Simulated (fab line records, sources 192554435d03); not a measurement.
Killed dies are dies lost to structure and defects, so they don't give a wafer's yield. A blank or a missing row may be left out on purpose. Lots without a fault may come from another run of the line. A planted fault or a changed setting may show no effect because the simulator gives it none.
fab line records | flow n5_finfet
record lots=24 wafers=72 last_day=17
route steps=1938 shown BEOL_M10@1492 BEOL_M11@1572 BEOL_M12@1636 BEOL_M13@1671
lots that met no fault: from a run of the same line without faults
start_h: hours from the record's first day to the start of the lot's first wafer shown | wait_h: hours since the lot's step before | " the same as in the row above | L1.1+2: a row that stands for several wafers | - no value, or no start given | * or withheld: withheld | < > ~ a bound
route shown NAME@n: a module of which the file shows steps, and the number in the route of the first | usual: mean/standard deviation of fault-free wafers | same: alike in all rows | chamber/n: place in a boat | sites: the reading at each site | _std_site: their standard deviation | _edge_site: outer sites' mean less inner sites' | radius_mm: how far each site lies from the wafer's centre | mask NAME#n: copy n | behind: the tool/chamber that last shaped the wafer | hold: why the lot was held/for how many hours/how that ended | device: the transistor (n, p or np) that didn't switch | end of line: the same wafers' tests at the end of the route | a step without rows: its recipe alone | killed: dies lost to structure and defects at the first sort, not the wafer's yield | map: a wafer's dies, x killed, . not, _ none there
set.NAME: the setting as run; set.NAME@STEP: as run at that earlier step | model.NAME: the simulator's own value behind a step, which no gauge read
steps of the route over a sample of lots; a table a step, a row a wafer
services: from which hour (start_h, from the record's first day; less than 0 if before it) a tool's chamber was out of use, for how many hours, and why
## steps
# step N5_BEOL_M10_STRIP_19
# recipe chemistry=O2 power_w=400 temp_c=40 pressure_mtorr=30 rf_frequency_hz=6e+07 bias_power_w=0 overash_fraction=0.2 o2_flow_sccm=225
# usual drypump_motor_current_A=5.9/0.35 oes_product_au=0.79/0.098 rf_vpp_V=3.7/0.62 showerhead_plenum_p_Torr=2.11/0.066 throttle_valve_pct=16.72/0.27
# columns lot.wafer tool chamber start_h wait_h drypump_motor_current_A oes_product_au rf_hours_counter_h rf_vpp_V showerhead_plenum_p_Torr throttle_valve_pct
L074.4 rie_diel-05 3 200.81 0.1 5.8 0.84 60 3.1 2.05 16.56
L074.5 " 1 " " 5.5 0.70 - 4.4 2.17 16.79
L074.6 " 2 " " 5.5 0.85 - 3.8 2.13 16.58
L075.1 rie_diel-03 1 219.25 0.1 5.4 0.74 179 3.5 2.00 16.33
L075.3 " 3 " " 5.5 0.72 193 2.9 2.09 17.08
L075.6 " 1 " " 5.4 0.73 - 3.0 2.00 16.33
L077.1 rie_diel-04 3 229.68 0.2 6.3 0.74 196 3.6 2.07 16.98
L077.2 " 2 " " 6.1 0.74 182 4.6 2.07 17.04
L077.5 " 1 " " 6.5 0.97 - 4.3 2.15 16.59
L076.1 rie_diel-04 0 230.78 0.1 6.3 0.69 247 3.6 2.16 16.90
L076.3 " 1 " " 6.4 0.98 8 4.5 2.15 16.58
L076.5 " 3 " " 6.2 0.73 - 3.4 2.07 16.98
L078.1 rie_diel-03 2 246.57 0.3 5.8 0.85 72 3.3 2.22 16.40
L078.3 " 3 " " 5.5 0.72 204 3.5 2.08 17.08
L078.5 " 3 " " 5.5 0.71 - 3.6 2.08 17.09
L080.1 rie_diel-04 3 246.72 0.1 6.2 0.72 202 4.8 2.07 16.96
L080.4 " 2 " " 6.0 0.74 - 3.5 2.07 17.04
L080.6 " 1 " " 6.4 0.94 - 3.4 2.15 16.62
L079.2 rie_diel-05 2 250.21 0.1 5.5 0.82 77 3.1 2.12 16.62
L079.4 " 0 " " 5.6 0.83 60 4.0 2.22 16.35
L079.5 " 0 " " 5.7 0.83 - 4.0 2.22 16.35
L081.3 rie_diel-03 3 250.53 0.2 5.5 0.72 206 2.8 2.08 17.08
L081.4 " 0 " " 5.6 1.03 1 3.8 2.15 16.59
L081.5 " 0 " " 5.7 1.01 - 3.1 2.15 16.57
L082.2 rie_diel-03 2 268.58 0.1 5.8 0.85 80 4.0 2.21 16.43
L082.3 " 1 " " 5.4 0.72 199 4.0 1.99 16.35
L082.6 " 2 " " 5.8 0.85 - 3.6 2.21 16.42
L083.3 rie_diel-04 3 273.09 0.1 6.3 0.72 213 3.8 2.07 17.00
L083.4 " 2 " " 6.0 0.72 200 4.1 2.07 17.06
L083.5 " 2 " " 6.1 0.73 - 3.6 2.07 17.07
L085.2 rie_diel-04 3 277.06 0.1 6.3 0.72 214 3.9 2.07 17.00
L085.4 " 2 " " 6.0 0.72 201 3.5 2.07 17.07
L085.5 " 2 " " 6.1 0.72 - 3.2 2.07 17.09
L084.4 rie_diel-04 3 277.44 0.1 6.2 0.72 215 4.0 2.07 16.99
L084.5 " 0 " " 6.3 0.99 - 3.3 2.16 16.44
L084.6 " 1 " " 6.5 0.91 - 3.0 2.14 16.63
L087.1 rie_diel-05 2 280.42 0.1 5.5 0.81 91 4.9 2.12 16.64
L087.2 " 1 " " 5.5 0.67 225 2.2 2.16 16.85
L087.3 " 0 " " 5.7 0.83 69 3.4 2.21 16.36
L086.1 rie_diel-03 3 283.02 0.1 5.6 0.70 218 4.0 2.08 17.11
L086.2 " 0 " " 5.7 0.96 13 3.0 2.15 16.58
L086.6 " 1 " " 5.4 0.71 - 3.9 1.99 16.38
L088.1 rie_diel-04 1 303.79 0.1 6.4 0.90 34 3.6 2.14 16.64
L088.4 " 0 " " 6.3 0.95 14 2.4 2.16 16.47
L088.5 " 1 " " 6.4 0.89 - 3.4 2.14 16.64
L089.1 rie_diel-03 0 305.93 0.2 5.7 0.94 21 3.5 2.15 16.60
L089.3 " 2 " " 5.8 0.83 95 4.3 2.21 16.44
L089.6 " 0 " " 5.7 0.94 - 4.1 2.15 16.60
L090.3 rie_diel-04 2 310.53 0.1 6.1 0.71 212 2.4 2.06 17.09
L090.4 " 1 " " 6.5 0.89 36 3.2 2.14 16.64
L090.6 " 3 " " 6.2 0.71 - 4.5 2.06 17.01
L091.1 rie_diel-03 1 328.31 0.1 5.4 0.70 219 3.5 1.99 16.39
L091.2 " 2 " " 5.8 0.81 101 4.3 2.21 16.46
L091.6 " 0 " " 5.7 0.92 - 4.5 2.14 16.61
L092.1 rie_diel-04 3 337.33 0.1 6.2 0.71 237 3.3 2.06 17.03
L092.2 " 1 " " 6.5 0.88 42 3.8 2.14 16.65
L092.3 " 2 " " 6.1 0.70 223 4.4 2.06 17.12
L095.1 rie_diel-05 0 344.45 0.1 5.6 0.80 89 4.6 2.21 16.39
L095.4 " 1 " " 5.5 0.66 245 2.6 2.15 16.88
L095.5 " 2 " " 5.5 0.78 - 4.0 2.11 16.67
L097.2 rie_diel-03 2 345.03 0.1 5.8 0.80 108 4.3 2.20 16.47
L097.3 " 0 " " 5.6 0.91 34 3.1 2.14 16.62
L097.6 " 1 " " 5.4 0.70 - 2.9 1.99 16.44
L093.3 rie_diel-05 3 348.09 0.2 5.8 0.77 114 4.0 2.03 16.68
L093.4 " 0 " " 5.6 0.80 90 4.5 2.21 16.42
L093.6 " 3 " " 5.8 0.77 - 3.2 2.03 16.68
L094.1 rie_diel-04 2 350.41 0.1 6.0 0.70 228 2.9 2.06 17.12
L094.4 " 0 " " 6.3 0.93 25 4.6 2.15 16.46
L094.6 " 3 " " 6.2 0.70 - 4.2 2.06 17.06
L096.3 rie_diel-03 0 361.93 0.1 5.7 0.89 41 3.5 2.14 16.63
L096.4 " 1 " " 5.4 0.68 232 3.7 1.98 16.42
L096.6 " 2 " " 5.8 0.81 - 4.7 2.20 16.51
# step N5_BEOL_M10_OVL_MEAS_29
# recipe points_per_wafer=44
# usual V9_OVL=-0.7/0.7
# columns lot.wafer tool chamber start_h wait_h V9_OVL[nm]
L074.4 overlay-02 0 202.27 0.0 -0.8
L074.5 " 0 " " -1.4
L074.6 " 0 " " -1.8
L075.1 overlay-02 0 219.79 0.0 0.9
L075.3 " 0 " " -0.2
L075.6 " 0 " " 0.4
L077.1 overlay-01 0 230.92 0.0 -1.3
L077.2 " 0 " " 0.0
L077.5 " 0 " " -0.4
L076.1 overlay-02 0 231.31 0.0 -0.6
L076.3 " 0 " " -0.9
L076.5 " 0 " " -0.1
L078.1 overlay-01 0 247.57 0.0 -1.1
L078.3 " 0 " " -1.0
L078.5 " 0 " " -1.8
L080.1 overlay-02 0 247.74 0.0 -0.4
L080.4 " 0 " " -0.8
L080.6 " 0 " " -1.1
L079.2 overlay-01 0 251.10 0.0 -2.8
L079.4 " 0 " " -2.4
L079.5 " 0 " " -2.1
L081.3 overlay-02 0 251.27 0.0 -1.6
L081.4 " 0 " " -0.7
L081.5 " 0 " " -1.3
L082.2 overlay-02 0 270.86 0.0 -0.8
L082.3 " 0 " " -1.0
L082.6 " 0 " " -1.8
L083.3 overlay-02 0 275.56 0.0 -0.9
L083.4 " 0 " " -1.2
L083.5 " 0 " " -1.1
L084.4 overlay-02 0 278.28 0.0 0.5
L084.5 " 0 " " -1.0
L084.6 " 0 " " -0.2
L085.2 overlay-01 0 278.44 0.0 -0.2
L085.4 " 0 " " -0.1
L085.5 " 0 " " 0.6
L087.1 overlay-02 0 281.67 0.0 0.5
L087.2 " 0 " " -0.7
L087.3 " 0 " " -0.2
L086.1 overlay-02 0 285.89 0.0 0.5
L086.2 " 0 " " 0.3
L086.6 " 0 " " -0.3
L088.1 overlay-02 0 304.51 0.0 -1.0
L088.4 " 0 " " -0.3
L088.5 " 0 " " -1.5
L089.1 overlay-02 0 307.83 0.0 -1.2
L089.3 " 0 " " -0.8
L089.6 " 0 " " 0.3
L090.3 overlay-01 0 312.62 0.0 -0.4
L090.4 " 0 " " -0.7
L090.6 " 0 " " -0.6
L091.1 overlay-01 0 329.78 0.0 -0.1
L091.2 " 0 " " 0.1
L091.6 " 0 " " 0.1
L092.1 overlay-02 0 338.77 0.0 -1.4
L092.2 " 0 " " -1.2
L092.3 " 0 " " -1.1
L095.1 overlay-01 0 346.36 0.0 -0.9
L095.4 " 0 " " -1.3
L095.5 " 0 " " -1.1
L097.2 overlay-01 0 346.56 0.0 -1.0
L097.3 " 0 " " -1.1
L097.6 " 0 " " 0.1
L093.3 overlay-02 0 348.53 0.0 -1.0
L093.4 " 0 " " -0.8
L093.6 " 0 " " -0.8
L094.1 overlay-01 0 350.96 0.0 -1.3
L094.4 " 0 " " -0.7
L094.6 " 0 " " -0.1
L096.3 overlay-02 0 363.69 0.0 -1.4
L096.4 " 0 " " -0.9
L096.6 " 0 " " -0.2
# step N5_BEOL_M11_ETCH_65
# recipe chemistry=CF4 target=SiARC target_depth_a=390 mask_material=CAR-ArF time_s=65 ion_energy_ev=80 pressure_mtorr=40 source_w=545 bias_w=36 Ar_flow_sccm=100 cf4_flow_sccm=100 ends=cleared
# usual drypump_motor_current_A=5.7/0.49 etch_rf_on_time_s=65.0/1.1 oes_product_au=0.69/0.078 rf_vpp_V=183.8/1.2 showerhead_plenum_p_Torr=2.12/0.062 throttle_valve_pct=15.49/0.17
# columns lot.wafer tool chamber start_h wait_h drypump_motor_current_A etch_rf_on_time_s oes_product_au rf_hours_counter_h rf_vpp_V showerhead_plenum_p_Torr throttle_valve_pct
L074.4 rie_diel-06 0 209.24 0.0 5.8 63.5 0.80 22 182.9 2.10 15.28
L074.5 " 3 " " 5.9 64.9 0.72 - 184.1 2.08 15.32
L074.6 " 2 " " 5.6 66.2 0.59 - 184.0 2.11 15.46
L075.1 rie_diel-01 1 227.16 0.0 5.7 65.7 0.63 163 181.7 2.05 15.36
L075.3 " 2 " " 4.9 63.7 0.69 88 183.8 2.08 15.38
L075.6 " 1 " " 5.7 65.1 0.63 - 184.1 2.05 15.36
L077.1 rie_diel-06 0 238.85 0.0 5.8 63.8 0.78 34 184.5 2.09 15.30
L077.2 " 3 " " 5.9 63.6 0.71 73 183.9 2.08 15.37
L077.5 " 0 " " 5.8 63.1 0.78 - 183.0 2.09 15.30
L076.1 rie_diel-06 2 240.59 0.0 5.6 67.3 0.58 239 184.0 2.11 15.48
L076.3 " 1 " " 6.6 67.4 0.72 66 185.3 2.25 15.55
L076.5 " 1 " " 6.6 67.0 0.72 - 185.0 2.25 15.56
L078.1 rie_diel-06 1 256.14 0.0 6.6 65.6 0.72 70 185.3 2.25 15.56
L078.3 " 0 " " 5.8 63.4 0.77 39 182.9 2.09 15.33
L078.5 " 0 " " 5.8 64.3 0.76 - 183.2 2.09 15.33
L080.1 rie_diel-01 0 256.23 0.0 5.8 66.5 0.62 173 187.3 2.22 15.81
L080.4 " 2 " " 4.9 64.5 0.67 98 183.7 2.08 15.39
L080.6 " 3 " " 4.7 64.8 0.68 - 183.9 2.06 15.41
L079.2 rie_diel-01 3 256.70 0.0 4.7 65.8 0.68 115 183.4 2.06 15.42
L079.4 " 0 " " 5.8 66.3 0.62 173 186.4 2.22 15.83
L079.5 " 3 " " 4.7 65.6 0.68 - 182.2 2.06 15.43
L081.3 rie_diel-02 0 259.61 0.0 5.9 65.1 0.59 242 182.8 2.11 15.76
L081.4 " 3 " " 5.6 65.6 0.58 226 184.0 2.19 15.71
L081.5 " 1 " " 6.0 63.7 0.79 - 183.7 2.10 15.44
L082.2 rie_diel-02 1 278.37 0.0 6.0 65.0 0.78 30 183.4 2.09 15.45
L082.3 " 3 " " 5.6 65.9 0.57 233 184.7 2.19 15.70
L082.6 " 0 " " 6.0 65.1 0.59 - 183.7 2.11 15.77
L083.3 rie_diel-01 0 285.86 0.0 5.8 67.1 0.60 184 185.8 2.22 15.84
L083.4 " 1 " " 5.7 66.5 0.61 184 182.2 2.04 15.41
L083.5 " 1 " " 5.8 66.4 0.62 - 181.8 2.04 15.41
L084.4 rie_diel-02 1 287.53 0.0 6.0 64.3 0.77 - 184.6 2.09 15.44
L084.5 " 2 " " 6.0 64.1 0.76 - 183.7 2.09 15.54
L084.6 " 3 " " 5.6 65.8 0.58 - 184.4 2.19 15.72
L085.2 rie_diel-02 2 289.71 0.0 6.0 64.4 0.76 47 183.0 2.09 15.57
L085.4 " 3 " " 5.6 66.1 0.57 - 184.8 2.19 15.71
L085.5 " 1 " " 6.0 64.1 0.77 - 183.9 2.09 15.48
L086.1 rie_diel-02 1 292.33 0.0 6.0 63.8 0.77 37 183.4 2.09 15.47
L086.2 " 3 " " 5.5 65.4 0.57 239 184.8 2.19 15.73
L086.6 " 1 " " 6.0 63.6 0.77 - 183.0 2.09 15.46
L087.1 rie_diel-01 1 292.64 0.0 5.8 65.1 0.62 187 183.8 2.04 15.42
L087.2 " 2 " " 5.0 65.0 0.67 111 182.9 2.07 15.42
L087.3 " 3 " " 4.7 65.3 0.67 127 183.2 2.06 15.45
L088.1 rie_diel-02 2 314.98 0.0 6.0 65.7 0.73 55 184.0 2.09 15.54
L088.4 " 3 " " 5.5 67.7 0.56 246 183.9 2.19 15.74
L088.5 " 3 " " 5.6 66.9 0.56 - 183.8 2.19 15.73
L089.1 rie_diel-02 1 315.65 0.0 6.0 63.5 0.76 44 183.5 2.09 15.48
L089.3 " 3 " " 5.6 65.5 0.57 247 184.8 2.19 15.75
L089.6 " 1 " " 6.0 64.4 0.75 - 180.9 2.09 15.46
L090.3 rie_diel-06 0 322.42 0.0 5.8 62.8 0.75 56 184.5 2.08 15.34
L090.4 " 0 " " 5.8 63.4 0.76 - 183.6 2.08 15.36
L090.6 " 3 " " 5.9 63.9 0.69 - 184.6 2.07 15.38
L091.1 rie_diel-01 1 336.06 0.0 5.8 65.7 0.61 201 182.7 2.04 15.44
L091.2 " 0 " " 5.7 66.9 0.60 201 185.1 2.21 15.86
L091.6 " 2 " " 4.9 64.4 0.66 - 183.6 2.07 15.42
L092.1 rie_diel-06 1 346.49 0.0 6.6 65.9 0.70 95 186.1 2.24 15.62
L092.2 " 3 " " 5.9 64.4 0.67 104 181.8 2.07 15.40
L092.3 " 2 " " 5.6 64.9 0.80 6 183.0 2.10 15.02
L095.1 rie_diel-02 3 355.26 0.0 5.6 65.2 0.82 1 184.8 2.18 15.28
L095.4 " 0 " " 5.9 63.5 0.81 13 182.2 2.10 15.30
L095.5 " 1 " " 6.0 64.1 0.74 - 183.4 2.08 15.51
L097.2 rie_diel-01 3 355.57 0.0 4.7 65.4 0.65 147 183.1 2.05 15.50
L097.3 " 1 " " 5.8 66.0 0.60 206 182.9 2.04 15.45
L097.6 " 3 " " 4.7 65.8 0.65 - 182.2 2.05 15.49
L094.1 rie_diel-01 2 359.77 0.0 5.0 64.2 0.65 126 182.9 2.07 15.45
L094.4 " 3 " " 4.7 65.1 0.66 149 182.2 2.05 15.48
L094.6 " 2 " " 5.0 64.0 0.65 - 183.9 2.07 15.46
L093.3 rie_diel-02 3 359.94 0.0 5.6 65.3 0.82 3 183.5 2.18 15.28
L093.4 " 0 " " 5.9 63.3 0.80 14 183.4 2.10 15.32
L093.6 " 2 " " 6.0 64.3 0.73 - 183.1 2.09 15.59
L096.3 rie_diel-06 2 372.59 0.0 5.7 64.6 0.77 14 183.0 2.10 15.04
L096.4 " 3 " " 5.9 64.7 0.67 112 181.9 2.07 15.41
L096.6 " 1 " " 6.6 66.0 0.69 - 184.4 2.24 15.63
# step N5_BEOL_M11_CD_MEAS_35
# recipe target_cd_nm=70 polarity=opening
# usual cd_nm=69.9/0.46
# columns lot.wafer tool chamber start_h wait_h cd_nm
L074.4 cd_sem-02 - 209.86 0.0 69.8
L074.5 " - " " 70.8
L074.6 " - " " 70.8
L075.1 cd_sem-01 - 227.77 0.0 70.0
L075.3 " - " " 69.7
L075.6 " - " " 69.8
L077.1 cd_sem-03 - 239.46 0.0 69.8
L077.2 " - " " 68.8
L077.5 " - " " 69.7
L076.1 cd_sem-03 - 241.20 0.0 70.5
L076.3 " - " " 71.1
L076.5 " - " " 71.1
L078.1 cd_sem-03 - 256.75 0.0 70.0
L078.3 " - " " 69.0
L078.5 " - " " 69.9
L080.1 cd_sem-02 - 256.84 0.0 69.9
L080.4 " - " " 70.3
L080.6 " - " " 70.4
L079.2 cd_sem-01 - 257.31 0.0 69.5
L079.4 " - " " 69.8
L079.5 " - " " 69.3
L081.3 cd_sem-01 - 260.22 0.0 70.5
L081.4 " - " " 69.4
L081.5 " - " " 70.2
L082.2 cd_sem-01 - 278.99 0.0 70.1
L082.3 " - " " 70.6
L082.6 " - " " 70.5
L083.3 cd_sem-02 - 286.47 0.0 69.9
L083.4 " - " " 70.2
L083.5 " - " " 70.5
L084.4 cd_sem-01 - 288.12 0.0 69.7
L084.5 " - " " 69.7
L084.6 " - " " 69.6
L085.2 cd_sem-01 - 290.33 0.0 70.5
L085.4 " - " " 70.8
L085.5 " - " " 70.4
L086.1 cd_sem-02 - 292.94 0.0 70.9
L086.2 " - " " 70.2
L086.6 " - " " 69.7
L087.1 cd_sem-02 - 293.25 0.0 69.4
L087.2 " - " " 69.6
L087.3 " - " " 69.7
L088.1 cd_sem-01 - 315.59 0.0 70.4
L088.4 " - " " 70.3
L088.5 " - " " 69.7
L089.1 cd_sem-01 - 316.26 0.0 70.6
L089.3 " - " " 70.1
L089.6 " - " " 70.7
L090.3 cd_sem-02 - 323.04 0.0 70.0
L090.4 " - " " 69.6
L090.6 " - " " 69.7
L091.1 cd_sem-01 - 336.68 0.0 70.3
L091.2 " - " " 70.1
L091.6 " - " " 69.8
L092.1 cd_sem-02 - 347.10 0.0 70.4
L092.2 " - " " 70.1
L092.3 " - " " 69.8
L095.1 cd_sem-03 - 355.87 0.0 69.8
L095.4 " - " " 70.0
L095.5 " - " " 69.4
L097.2 cd_sem-01 - 356.18 0.0 69.1
L097.3 " - " " 69.6
L097.6 " - " " 68.8
L094.1 cd_sem-03 - 360.38 0.0 70.0
L094.4 " - " " 69.9
L094.6 " - " " 69.7
L093.3 cd_sem-01 - 360.56 0.0 70.4
L093.4 " - " " 70.1
L093.6 " - " " 69.6
L096.3 cd_sem-03 - 373.20 0.0 69.5
L096.4 " - " " 69.4
L096.6 " - " " 69.3
# step N5_BEOL_M12_ETCH_67
# recipe chemistry=CF4 target=SiARC target_depth_a=1430 time_s=238.3 ion_energy_ev=80 pressure_mtorr=40 source_w=545 bias_w=36 Ar_flow_sccm=100 cf4_flow_sccm=100 ends=cleared
# usual drypump_motor_current_A=5.8/0.32 etch_rf_on_time_s=237/4.1 oes_product_au=0.67/0.075 rf_vpp_V=184.2/1.1 showerhead_plenum_p_Torr=2.15/0.068 throttle_valve_pct=15.62/0.28
# columns lot.wafer tool chamber start_h wait_h drypump_motor_current_A etch_rf_on_time_s oes_product_au rf_hours_counter_h rf_vpp_V showerhead_plenum_p_Torr throttle_valve_pct
L074.4 rie_diel-03 1 215.34 0.0 5.4 239 0.63 178 183.6 2.05 15.26
L074.5 " 3 " " 5.5 246 0.61 - 184.1 2.13 15.96
L074.6 " 0 " " 5.7 243 0.57 - 185.8 2.19 15.93
L075.1 rie_diel-03 1 232.41 0.0 5.4 234 0.64 185 182.1 2.04 15.26
L075.3 " 3 " " 5.5 240 0.61 198 184.2 2.13 15.98
L075.6 " 3 " " 5.6 239 0.61 - 184.1 2.12 15.98
L077.1 rie_diel-03 1 244.83 0.0 5.4 237 0.62 189 182.4 2.04 15.28
L077.2 " 3 " " 5.6 243 0.60 203 183.2 2.12 15.98
L077.5 " 2 " " 5.8 236 0.72 - 185.4 2.25 15.34
L076.1 rie_diel-03 2 245.36 0.0 5.8 239 0.72 71 185.5 2.25 15.35
L076.3 " 1 " " 5.5 239 0.62 190 182.5 2.04 15.27
L076.5 " 3 " " 5.6 243 0.61 - 184.1 2.12 15.99
L078.1 rie_diel-04 0 260.92 0.0 6.3 236 0.86 1 185.4 2.19 15.29
L078.3 " 1 " " 6.4 233 0.79 20 184.3 2.19 15.55
L078.5 " 2 " " 6.1 244 0.61 - 183.2 2.12 16.05
L080.1 rie_diel-05 2 261.21 0.0 5.5 237 0.70 82 184.5 2.16 15.54
L080.4 " 2 " " 5.5 243 0.69 - 185.4 2.16 15.53
L080.6 " 3 " " 5.8 232 0.69 - 183.3 2.08 15.52
L079.2 rie_diel-04 2 262.48 0.0 6.1 244 0.61 196 183.4 2.12 16.04
L079.4 " 1 " " 6.5 231 0.81 21 185.7 2.19 15.53
L079.5 " 1 " " 6.5 231 0.79 - 184.9 2.19 15.55
L081.3 rie_diel-05 2 264.69 0.0 5.5 236 0.69 84 183.3 2.16 15.53
L081.4 " 2 " " 5.5 237 0.70 - 185.8 2.16 15.54
L081.5 " 1 " " 5.5 241 0.58 - 185.0 2.20 15.78
L082.2 rie_diel-03 1 284.54 0.0 5.4 240 0.61 204 181.9 2.04 15.29
L082.3 " 2 " " 5.8 237 0.70 86 184.9 2.25 15.34
L082.6 " 0 " " 5.7 237 0.81 - 183.0 2.19 15.47
L083.3 rie_diel-03 0 290.55 0.0 5.7 233 0.82 15 185.8 2.19 15.49
L083.4 " 2 " " 5.7 236 0.71 88 185.2 2.25 15.36
L083.5 " 3 " " 5.5 241 0.59 - 184.2 2.12 16.02
L084.4 rie_diel-03 3 292.62 0.0 5.6 242 0.59 220 183.7 2.12 16.03
L084.5 " 3 " " 5.5 240 0.59 - 184.2 2.12 16.01
L084.6 " 2 " " 5.8 237 0.72 - 184.9 2.25 15.36
L085.2 rie_diel-05 0 295.84 0.0 5.6 233 0.70 73 186.4 2.26 15.35
L085.4 " 1 " " 5.5 242 0.57 229 184.2 2.20 15.80
L085.5 " 0 " " 5.7 235 0.69 - 184.9 2.26 15.37
L086.1 rie_diel-04 0 297.21 0.0 6.3 239 0.82 11 184.1 2.19 15.32
L086.2 " 1 " " 6.5 239 0.77 31 183.1 2.19 15.56
L086.6 " 3 " " 6.3 239 0.61 - 184.1 2.12 16.02
L087.1 rie_diel-03 3 301.79 0.0 5.6 242 0.60 224 184.8 2.12 16.02
L087.2 " 1 " " 5.4 234 0.61 211 182.8 2.03 15.32
L087.3 " 0 " " 5.7 232 0.82 19 184.3 2.18 15.48
L088.1 rie_diel-04 1 319.44 0.0 6.5 234 0.76 39 184.4 2.18 15.58
L088.4 " 2 " " 6.1 240 0.61 215 184.4 2.12 16.07
L088.5 " 2 " " 6.1 241 0.61 - 183.5 2.12 16.08
L089.1 rie_diel-05 0 320.96 0.0 5.7 232 0.70 81 185.4 2.26 15.38
L089.3 " 3 " " 5.9 231 0.68 105 183.4 2.07 15.58
L089.6 " 1 " " 5.5 243 0.57 - 185.1 2.19 15.81
L090.3 rie_diel-03 2 327.47 0.0 5.8 231 0.71 100 184.5 2.24 15.39
L090.4 " 3 " " 5.5 239 0.59 233 183.8 2.11 16.06
L090.6 " 1 " " 5.4 232 0.61 - 183.4 2.03 15.32
L091.1 rie_diel-05 1 342.50 0.0 5.5 243 0.57 244 183.8 2.19 15.83
L091.2 " 3 " " 5.8 235 0.66 112 183.3 2.07 15.58
L091.6 " 0 " " 5.7 234 0.69 - 185.6 2.25 15.38
L092.1 rie_diel-05 1 350.77 0.0 5.5 241 0.56 248 185.6 2.19 15.84
L092.2 " 3 " " 5.8 230 0.68 115 184.3 2.07 15.60
L092.3 " 0 " " 5.6 230 0.69 91 185.4 2.25 15.40
L095.1 rie_diel-05 3 359.87 0.0 5.8 231 0.67 119 184.2 2.07 15.58
L095.4 " 3 " " 5.8 232 0.66 - 182.3 2.07 15.61
L095.5 " 0 " " 5.6 232 0.68 - 185.2 2.25 15.39
L097.2 rie_diel-04 0 360.03 0.0 6.3 236 0.78 28 184.6 2.18 15.36
L097.3 " 1 " " 6.5 234 0.75 50 184.5 2.18 15.60
L097.6 " 2 " " 6.1 244 0.59 - 184.8 2.11 16.12
L094.1 rie_diel-03 3 364.98 0.0 5.5 242 0.58 243 186.0 2.11 16.06
L094.4 " 1 " " 5.5 236 0.59 233 183.1 2.03 15.36
L094.6 " 2 " " 5.8 235 0.68 - 185.6 2.24 15.42
L093.3 rie_diel-04 0 365.67 0.0 6.3 236 0.78 30 186.5 2.18 15.34
L093.4 " 3 " " 6.3 237 0.60 247 184.4 2.11 16.07
L093.6 " 1 " " 6.4 237 0.74 - 185.0 2.18 15.61
L096.3 rie_diel-03 3 379.01 0.0 5.5 241 0.58 248 184.2 2.11 16.07
L096.4 " 2 " " 5.8 236 0.68 122 184.9 2.23 15.43
L096.6 " 1 " " 5.5 238 0.60 - 182.7 2.03 15.35
# step N5_BEOL_M13_INSPECT_12
# recipe mode=adi inspect_instrument=macro
# usual raw_defect_count=2.0/1.4
# columns lot.wafer tool chamber start_h wait_h raw_defect_count
L074.4 defect_inspect-01 - 221.42 0.0 1
L074.5 " - " " 0
L074.6 " - " " 2
L075.1 defect_inspect-01 - 238.06 0.0 1
L075.3 " - " " 0
L075.6 " - " " 4
L077.1 defect_inspect-02 - 247.93 0.0 3
L077.2 " - " " 0
L077.5 " - " " 3
L076.1 defect_inspect-02 - 250.87 0.0 3
L076.3 " - " " 3
L076.5 " - " " 6
L078.1 defect_inspect-01 - 265.02 0.0 1
L078.3 " - " " 2
L078.5 " - " " 3
L080.1 defect_inspect-01 - 270.80 0.0 1
L080.4 " - " " 6
L080.6 " - " " 1
L079.2 defect_inspect-02 - 271.40 0.0 2
L079.4 " - " " 0
L079.5 " - " " 3
L081.3 defect_inspect-02 - 271.67 0.0 0
L081.4 " - " " 1
L081.5 " - " " 5
L082.2 defect_inspect-02 - 288.72 0.0 1
L082.3 " - " " 1
L082.6 " - " " 0
L083.3 defect_inspect-01 - 295.17 0.0 4
L083.4 " - " " 2
L083.5 " - " " 1
L084.4 defect_inspect-02 - 296.36 0.0 2
L084.5 " - " " 2
L084.6 " - " " 2
L085.2 defect_inspect-02 - 300.98 0.0 2
L085.4 " - " " 3
L085.5 " - " " 5
L086.1 defect_inspect-01 - 301.26 0.0 3
L086.2 " - " " 1
L086.6 " - " " 2
L087.1 defect_inspect-01 - 306.98 0.0 0
L087.2 " - " " 1
L087.3 " - " " 1
L089.1 defect_inspect-02 - 327.12 0.0 4
L089.3 " - " " 1
L089.6 " - " " 1
L088.1 defect_inspect-01 - 327.50 0.0 2
L088.4 " - " " 2
L088.5 " - " " 2
L090.3 defect_inspect-02 - 330.54 0.0 1
L090.4 " - " " 1
L090.6 " - " " 1
L091.1 defect_inspect-01 - 348.60 0.0 0
L091.2 " - " " 2
L091.6 " - " " 2
L092.1 defect_inspect-01 - 355.27 0.0 1
L092.2 " - " " 3
L092.3 " - " " 1
L095.1 defect_inspect-01 - 363.14 0.0 1
L095.4 " - " " 3
L095.5 " - " " 2
L097.2 defect_inspect-02 - 363.18 0.0 5
L097.3 " - " " 2
L097.6 " - " " 2
L094.1 defect_inspect-01 - 368.56 0.0 3
L094.4 " - " " 1
L094.6 " - " " 2
L093.3 defect_inspect-01 - 369.82 0.0 0
L093.4 " - " " 3
L093.6 " - " " 1
L096.3 defect_inspect-02 - 383.20 0.0 4
L096.4 " - " " 1
L096.6 " - " " 0
## services
# columns tool chamber start_h hours kind
rie_diel-04 1 198.07 - clean
rie_diel-04 1 198.07 - consumable_replace:focus_ring
rie_diel-04 1 198.07 16.8 scheduled_down
rie_diel-02 - 215.56 14.6 pm
rie_diel-05 0 219.57 8.4 repair
rie_diel-03 0 230.47 - clean
rie_diel-03 0 230.47 - consumable_replace:focus_ring
rie_diel-03 0 230.47 17.0 scheduled_down
rie_diel-03 0 230.47 17.0 vent_cycle
rie_diel-01 - 231.04 0.4 repair
rie_diel-05 2 241.26 2.6 repair
rie_diel-05 0 255.58 11.1 repair
rie_diel-04 0 266.18 6.3 repair
rie_diel-06 - 276.05 14.6 pm
rie_diel-02 - 279.98 0.2 repair
rie_diel-05 - 299.94 2.8 pm
rie_diel-06 2 307.59 1.2 repair
rie_diel-02 0 316.35 5.3 repair
rie_diel-03 - 321.59 0.2 repair
rie_diel-03 3 327.58 11.6 repair
rie_diel-04 1 328.03 7.2 repair
rie_diel-06 2 335.32 3.3 repair
rie_diel-02 3 363.11 7.7 repair
rie_diel-04 3 367.57 8.4 repair
## key
fault none
